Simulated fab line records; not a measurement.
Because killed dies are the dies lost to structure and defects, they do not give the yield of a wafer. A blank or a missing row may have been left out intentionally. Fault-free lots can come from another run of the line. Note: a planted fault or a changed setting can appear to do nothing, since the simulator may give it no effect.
fab line records	flow nand_harc
record: lots: 6	wafers: 18	last_day: 23
route steps=1159 shown P_STI@86 END@1159
lots with no fault: from the same line, run without faults
start_h: hours from the record's opening day to when the first of the lot's shown wafers began	wait_h: hours elapsed since this lot's preceding step	" repeats the value in the row above	L1.1+2: one row covering several wafers at once	- value missing, or start not given	* or withheld: withheld	< > ~ a bound
route shown NAME@n: names a module that has steps shown in the file, with the first one's number in the route	usual: mean/standard deviation of fault-free wafers	same: alike in all rows	chamber/n: place in a boat	sites: each site's reading	_std_site: how widely they spread, as a standard deviation	_edge_site: outer sites' mean less inner sites'	radius_mm: how far each site lies from the wafer's centre	mask NAME#n: copy n	behind: the tool/chamber that last shaped the wafer	hold: why the lot went on hold/how many hours it stayed there/how the hold came to an end	device: names the non-switching transistor (n, p or np)	end of line: the same wafers' tests at the end of the route	where a step has no rows: the recipe by itself	killed: at the first sort, the dies lost to defects and structure; wafer yield is something else	map: the dies of a wafer, with x for killed, . for not killed, _ for no die there
set.NAME: setting as actually run; set.NAME@STEP: the setting as run at that earlier step	model.NAME: the simulator's own value behind a step, which no gauge read
lots at some steps of the route; a table a step, a row a wafer
services: from which hour (start_h, from the record's first day; less than 0 if before it) a tool's chamber was out of use, for how many hours, and why
== steps ==
step: NHARC_P_STI_HARDBAKE_13
recipe: temp_c: 118	time_s: 65
step: NHARC_P_STI_DESCUM_14
recipe: time_s: 3	o2_flow_sccm: 200	ar_flow_sccm: 0	bias_power_w: 0	chemistry: O2
usual: drypump_motor_current_A: 5.8/0.44	o2_flow_sccm: 200.1/0.56	oes_product_au: 1.001/0.012	rf_vpp_V: 58.0/0.89	showerhead_plenum_p_Torr: 1.95/0.098	throttle_valve_pct: 11.311/0.0089
lot.wafer	tool	chamber	start_h	wait_h	drypump_motor_current_A	o2_flow_sccm	oes_product_au	rf_hours_counter_h	rf_vpp_V	showerhead_plenum_p_Torr	throttle_valve_pct
L957.4	rie_diel-12	0	57.32	-	5.5	199.9	0.990	1.8	58.4	2.02	11.290
L957.2	"	2	"	"	5.8	199.6	0.995	1.7	58.3	2.02	11.322
L957.3	"	3	"	"	6.2	199.0	0.992	1.8	59.7	2.04	11.320
L956.4	rie_diel-06	3	57.48	-	6.1	199.4	0.998	3.7	57.9	2.06	11.307
L956.5	"	3	"	"	6.2	199.2	0.989	-	58.2	2.06	11.306
L956.6	"	0	"	"	6.7	199.8	1.001	-	56.9	1.81	11.327
L961.3	rie_diel-06	0	80.63	-	6.7	200.5	0.991	0.1	58.4	1.81	11.319
L961.2	"	2	"	"	6.1	199.6	0.993	0.1	58.6	2.03	11.305
L961.5	"	3	"	"	6.2	200.5	0.984	-	57.0	2.06	11.311
L965.1	rie_diel-12	1	109.28	-	5.3	200.5	1.009	4.7	57.0	1.79	11.310
L965.2	"	3	"	"	6.2	200.5	1.008	4.7	57.2	2.04	11.309
L965.6	"	0	"	"	5.5	200.6	0.991	-	58.3	2.02	11.319
L967.3	rie_diel-07	1	119.61	-	5.9	198.9	1.023	3.2	57.9	1.95	11.314
L967.1	"	0	"	"	5.2	200.0	0.989	1.3	57.8	2.01	11.318
L967.6	"	0	"	"	5.2	200.3	1.002	-	58.7	2.01	11.321
L970.3	rie_diel-07	1	139.81	-	6.0	200.0	1.009	4.2	57.3	1.95	11.310
L970.1	"	3	"	"	6.1	200.0	1.003	3.6	57.7	1.87	11.326
L970.4	"	0	"	"	5.2	200.9	0.989	2.3	57.7	2.01	11.315
step: NHARC_P_STI_ETCH_42
recipe: target_depth_a: 800	overetch_a: 240	time_s: 61	ion_energy_ev: 200	n2_flow_sccm: 150	h2_flow_sccm: 150	ar_flow_sccm: 0	rf_w: 400	bias_w: 150	chemistry: N2/H2
usual: bias_w: 150.0/0.44	drypump_motor_current_A: 5.8/0.43	h2_flow_sccm: 150.0/0.51	oes_product_au: 1.002/0.011	rf_vpp_V: 431/3.1	showerhead_plenum_p_Torr: 2.08/0.11	throttle_valve_pct: 14.173/0.0091
lot.wafer	tool	chamber	start_h	wait_h	bias_w	drypump_motor_current_A	h2_flow_sccm	oes_product_au	rf_hours_counter_h	rf_vpp_V	showerhead_plenum_p_Torr	throttle_valve_pct
L957.2	rie_diel-12	2	57.41	0.1	150.4	5.8	149.9	1.008	1.7	434	2.16	14.155
L957.4	"	0	"	"	149.8	5.5	148.5	0.995	1.8	433	2.16	14.170
L957.3	"	1	"	"	150.1	5.3	149.8	1.006	1.7	426	1.91	14.188
L956.4	rie_diel-06	3	57.59	0.1	149.9	6.2	149.4	0.987	3.7	435	2.20	14.160
L956.5	"	0	"	"	149.8	6.7	150.2	1.009	-	427	1.93	14.176
L956.6	"	1	"	"	150.0	5.4	150.8	1.001	-	435	2.18	14.180
L961.2	rie_diel-06	1	80.71	0.1	150.9	5.4	149.9	0.990	0.2	437	2.18	14.159
L961.3	"	2	"	"	151.0	6.1	150.1	0.993	0.2	433	2.16	14.164
L961.5	"	3	"	"	150.5	6.2	150.6	0.974	-	435	2.20	14.170
L965.1	rie_diel-12	3	109.36	0.1	149.4	6.2	150.7	1.006	4.7	434	2.17	14.181
L965.2	"	1	"	"	149.5	5.3	150.3	1.012	4.8	427	1.90	14.176
L965.6	"	3	"	"	150.9	6.2	150.0	1.006	-	434	2.17	14.168
L967.3	rie_diel-07	0	119.72	0.1	150.6	5.2	149.6	1.000	1.3	434	2.15	14.178
L967.1	"	1	"	"	150.0	6.0	149.3	1.010	3.3	432	2.08	14.171
L967.6	"	0	"	"	150.9	5.2	149.7	0.996	-	433	2.15	14.169
L970.4	rie_diel-07	2	139.90	0.1	150.0	5.4	150.0	1.014	2.7	428	1.94	14.165
L970.1	"	0	"	"	150.4	5.2	149.2	0.990	2.3	433	2.15	14.175
L970.3	"	1	"	"	149.6	5.9	150.2	0.999	4.2	432	2.08	14.172
step: NHARC_P_STI_ETCH_31
recipe: target_depth_a: 1089	time_s: 54.5	cf4_flow_sccm: 100	chf3_flow_sccm: 30	ar_flow_sccm: 0	rf_w: 500	bias_w: 200	chemistry: CF4/CHF3
usual: bias_w: 200.1/0.64	drypump_motor_current_A: 5.8/0.44	oes_product_au: 0.962/0.017	rf_vpp_V: 371.6/2.5	showerhead_plenum_p_Torr: 1.61/0.073	throttle_valve_pct: 16.803/0.0086
lot.wafer	tool	chamber	start_h	wait_h	bias_w	drypump_motor_current_A	oes_product_au	rf_hours_counter_h	rf_vpp_V	showerhead_plenum_p_Torr	throttle_valve_pct
L957.4	rie_diel-12	3	-	-	200.6	6.1	0.989	1.8	373.8	1.67	16.808
L957.3	"	0	"	"	200.1	5.5	0.970	1.8	372.6	1.66	16.815
L957.2	"	1	"	"	200.1	5.3	0.972	1.7	368.1	1.48	16.813
L956.4	rie_diel-06	0	-	-	200.5	6.6	0.960	3.8	368.1	1.49	16.798
L956.6	"	0	"	"	200.1	6.7	0.962	-	367.4	1.49	16.790
L956.5	"	1	"	"	201.6	5.4	0.970	-	373.7	1.67	16.794
L961.2	rie_diel-06	0	-	-	201.3	6.7	0.971	0.2	368.4	1.49	16.798
L961.3	"	2	"	"	200.7	6.1	0.970	0.2	373.7	1.66	16.804
L961.5	"	0	"	"	200.2	6.6	0.977	-	367.4	1.49	16.809
L965.2	rie_diel-12	2	-	-	200.7	5.8	0.926	5.0	373.2	1.66	16.809
L965.1	"	3	"	"	200.3	6.2	0.937	4.8	374.1	1.67	16.802
L965.6	"	0	"	"	199.6	5.5	0.917	-	372.0	1.66	16.807
L967.1	rie_diel-07	0	-	-	201.0	5.2	0.960	1.4	374.0	1.65	16.800
L967.3	"	1	"	"	200.9	5.9	0.969	3.3	371.1	1.60	16.800
L967.6	"	2	"	"	200.3	5.3	0.969	-	367.9	1.50	16.805
L970.4	rie_diel-07	1	-	-	200.3	5.9	0.969	4.3	372.7	1.60	16.821
L970.3	"	2	"	"	199.9	5.4	0.968	2.7	368.0	1.50	16.799
L970.1	"	3	"	"	199.2	6.1	0.986	3.6	369.3	1.54	16.789
step: NHARC_P_STI_ETCH_15
recipe: target_depth_a: 3000	taper_deg: 4	time_s: 100.1	hbr_flow_sccm: 150	cl2_flow_sccm: 50	rf_w: 400	icp_w: 400	bias_w: 100	chemistry: HBr/Cl2
usual: bias_w: 100.0/0.32	drypump_motor_current_A: 6.0/0.32	hbr_flow_sccm: 150.0/0.5	oes_product_au: 1.002/0.0096	throttle_valve_pct: 26.405/0.01
lot.wafer	tool	chamber	start_h	wait_h	bias_w	drypump_motor_current_A	hbr_flow_sccm	oes_product_au	rf_hours_counter_h	throttle_valve_pct
L957.2	rie_si-06	2	57.60	-	99.6	5.5	149.9	1.008	0.2	26.411
L957.4	"	3	"	"	100.4	5.4	150.2	1.007	0.2	26.426
L957.3	"	0	"	"	100.1	6.2	150.3	1.005	0.3	26.416
L956.4	rie_si-05	1	57.81	-	99.8	5.9	149.2	0.988	1.2	26.399
L956.6	"	2	"	"	99.9	6.2	149.9	0.991	-	26.404
L956.5	"	3	"	"	99.9	6.2	149.9	0.988	-	26.423
L961.3	rie_si-06	0	80.91	-	100.1	6.2	150.4	1.009	0.4	26.402
L961.2	"	1	"	"	99.4	5.8	149.8	1.010	0.4	26.403
L961.5	"	3	"	"	100.3	5.4	149.9	1.007	-	26.419
L965.2	rie_si-02	2	109.54	-	99.5	6.1	150.8	1.006	0.4	26.396
L965.1	"	0	"	"	99.7	5.9	149.2	0.995	0.6	26.409
L965.6	"	2	"	"	99.9	6.1	150.7	1.002	-	26.416
L967.3	rie_si-06	2	119.94	-	99.7	5.5	149.7	1.030	0.6	26.415
L967.1	"	0	"	"	99.7	6.2	150.8	1.011	0.7	26.389
L967.6	"	1	"	"	100.3	5.8	149.9	1.002	-	26.431
L970.3	rie_si-06	1	140.09	-	99.8	5.8	149.4	1.001	0.8	26.419
L970.4	"	2	"	"	100.2	5.5	150.2	1.020	0.8	26.406
L970.1	"	0	"	"	99.6	6.2	150.0	1.013	0.8	26.411
step: NHARC_P_STI_CD_MEAS_16
usual: cd_nm: 199.7/2.6
lot.wafer	tool	chamber	start_h	wait_h	cd_nm
L957.2	cd_sem-01	-	57.76	-	199.4
L957.3	"	-	"	"	202.1
L957.4	"	-	"	"	200.4
L956.4	cd_sem-01	-	57.93	-	205.0
L956.5	"	-	"	"	198.4
L956.6	"	-	"	"	200.2
L961.2	cd_sem-02	-	81.06	-	199.7
L961.3	"	-	"	"	203.0
L961.5	"	-	"	"	198.6
L965.1	cd_sem-03	-	109.71	-	198.1
L965.2	"	-	"	"	196.8
L965.6	"	-	"	"	199.3
L967.1	cd_sem-01	-	120.09	-	198.6
L967.3	"	-	"	"	194.6
L967.6	"	-	"	"	200.0
L970.1	cd_sem-02	-	140.25	-	197.0
L970.3	"	-	"	"	199.1
L970.4	"	-	"	"	202.6
step: NHARC_P_STI_OCD_MEAS_17
usual: trench_depth_nm: 301/4.3	trench_foot_cd_nm: 157.9/2.8
lot.wafer	tool	chamber	start_h	wait_h	trench_depth_nm	trench_foot_cd_nm
L957.2	ocd-02	-	57.85	0.1	306	156.7
L957.3	"	-	"	"	304	159.6
L957.4	"	-	"	"	302	157.8
L956.4	ocd-01	-	58.01	0.1	294	162.4
L956.5	"	-	"	"	294	158.4
L956.6	"	-	"	"	297	159.8
L961.2	ocd-02	-	81.14	0.1	303	158.2
L961.3	"	-	"	"	311	158.9
L961.5	"	-	"	"	303	156.6
L965.1	ocd-01	-	109.80	0.1	299	156.2
L965.2	"	-	"	"	302	154.8
L965.6	"	-	"	"	302	156.7
L967.1	ocd-01	-	120.18	0.1	308	154.5
L967.3	"	-	"	"	313	152.1
L967.6	"	-	"	"	302	159.7
L970.1	ocd-01	-	140.34	0.1	309	154.0
L970.3	"	-	"	"	302	157.6
L970.4	"	-	"	"	311	160.0
step: NHARC_P_STI_STRIP_19
recipe: time_s: 900	temp_c: 130	chemistry: SPM
step: NHARC_P_STI_PRECLEAN_32
recipe: time_s: *	temp_c: 50	bath_age_min: 0	chemistry: SC1
step: NHARC_P_STI_SRD_23
step: NHARC_P_STI_OCD_MEAS_43
usual: trench_depth_nm: 301/4.2	trench_foot_cd_nm: 157.9/2.7
lot.wafer	tool	chamber	start_h	wait_h	trench_depth_nm	trench_foot_cd_nm
L957.2	ocd-02	-	58.35	-	306	157.0
L957.3	"	-	"	"	304	160.6
L957.4	"	-	"	"	302	158.4
L956.4	ocd-01	-	58.52	-	294	162.3
L956.5	"	-	"	"	294	158.5
L956.6	"	-	"	"	297	160.2
L961.2	ocd-02	-	81.65	-	304	157.9
L961.3	"	-	"	"	310	158.8
L961.5	"	-	"	"	304	156.5
L965.1	ocd-01	-	110.30	-	299	156.3
L965.2	"	-	"	"	302	155.5
L965.6	"	-	"	"	303	156.6
L967.1	ocd-01	-	120.68	-	307	154.8
L967.3	"	-	"	"	313	151.9
L967.6	"	-	"	"	302	158.7
L970.1	ocd-01	-	140.85	-	309	154.0
L970.3	"	-	"	"	302	157.6
L970.4	"	-	"	"	311	159.9
step: NHARC_P_STI_OXIDE_33
recipe: target_thk_a: 100	temp_c: 1000	ox_time_s: 281	material: SiO2
step: NHARC_P_STI_HDPCVD_20
recipe: target_thk_a: withheld	sigma_open_frac: withheld	material: SiO2
lot.wafer	tool	chamber	start_h	wait_h
L957.2+3+4	hdpcvd-01	0,1,0	69.16	0.5
L956.4+6+5	hdpcvd-01	1,1,0	69.74	1.0
L961.2+3+5	hdpcvd-01	0,1,0	93.65	0.4
L965.1+2+6	hdpcvd-01	0,1,0	124.90	6.0
L965.1+2+6	hdpcvd-01	0,1,0	125.94	1.0
L967.1+3+6	hdpcvd-01	1	127.40	0.9
L970.1+3+4	hdpcvd-01	1,0,1	149.37	0.5
L970.1+3+4	hdpcvd-01	1,0,1	150.41	1.0
step: NHARC_P_STI_ANNEAL_34
recipe: temp_c: 1000	time_s: 1800
step: NHARC_END_SORT_01
recipe: temp_c: 25
usual: killed_at_array: 25/9.2	killed_at_other: 0.8/1.2	killed_at_periphery: 3.9/2.6	killed_dies: 30/9.7	killed_open: 3.4/1.9	killed_short: 2.0/1.4
same: gross_dies: 677
lot.wafer	tool	chamber	start_h	wait_h	killed_at_array	killed_at_other	killed_at_periphery	killed_dies	killed_open	killed_short
L961.2	prober-01	0	484.09	2.8	40	0	4	44	3	4
L961.3	prober-01	0	484.89	3.1	20	0	5	25	3	2
L961.5	prober-01	0	486.50	3.7	34	0	4	38	3	3
killed by level:class
L961.2 A_SLIT:chamber_film_flake=14 A_SGD_CUT:chamber_film_flake=6 A_CONTACT:chamber_film_flake=6 A_CHANNEL_HOLE_D1:chamber_film_flake=4 A_STAIRCASE:chamber_film_flake=4 A_BLC:geometric_particle:short=2 P_GATE:chamber_film_flake=2 P_M0:geometric_particle:open=1
L961.3 A_SLIT:chamber_film_flake=9 A_CHANNEL_HOLE_D1:chamber_film_flake=4 A_CONTACT:chamber_film_flake=3 P_GATE:chamber_film_flake=2 A_STAIRCASE:chamber_film_flake=2 P_GATE:geometric_particle:short=1 P_CONTACT:geometric_particle:open=1 P_M0:geometric_particle:open=1
L961.5 A_SLIT:chamber_film_flake=15 A_SGD_CUT:chamber_film_flake=5 A_CHANNEL_HOLE_D1:chamber_film_flake=4 A_STAIRCASE:chamber_film_flake=4 P_STI:chamber_film_flake=2 P_CONTACT:geometric_particle:open=1 P_M0:geometric_particle:short=1 A_CHANNEL_FILL_D1:geometric_particle:open=1
== services ==
tool	chamber	start_h	hours	kind
rie_si-02	-	34.00	9.0	pm
rie_diel-12	0	34.40	-	clean
rie_diel-12	1	34.40	-	clean
rie_diel-12	2	34.40	-	clean
rie_diel-12	3	34.40	-	clean
rie_diel-07	-	41.68	0.8	repair
rie_diel-06	0	43.21	-	clean
rie_diel-06	1	43.21	-	clean
rie_diel-07	3	51.01	2.4	repair
rie_diel-07	-	51.20	9.0	pm
rie_diel-06	0	60.00	13.9	repair
rie_si-05	-	62.00	9.0	pm
rie_diel-06	-	62.91	0.2	repair
rie_diel-06	-	64.24	9.0	pm
rie_diel-06	0	102.86	4.1	repair
hdpcvd-01	-	111.41	13.0	pm
hdpcvd-01	0	111.41	13.0	vent_cycle
hdpcvd-01	1	111.41	13.0	vent_cycle
rie_diel-07	3	118.74	4.2	repair
hdpcvd-01	0	124.41	-	clean
hdpcvd-01	1	124.41	-	clean
rie_si-02	2	128.28	7.7	repair
rie_diel-12	1	138.81	7.5	repair
rie_si-02	3	147.59	6.5	repair
== key ==
first_sign: step: NHARC_P_STI_HDPCVD_20	reading: visit	direction: added
effect none on later readings
met_at NHARC_P_STI_HDPCVD_20
struck_wafers L965.1,L965.2,L965.6,L970.1,L970.3,L970.4
tester_left_out L965,L970
fault: kind: repeated_step_whole	tool: hdpcvd-01	chamber: -	onset_h: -	steps: NHARC_P_STI_HDPCVD_20	times: 1	scope: struck_lots_only
tester_left_out: of these lots the tester's yield and bins aren't shown, on N5 and GAA mostly nor the transistor test; their killed dies are dies lost to structure and defects alone, not to doping, threshold or leakage, so they don't give the yield
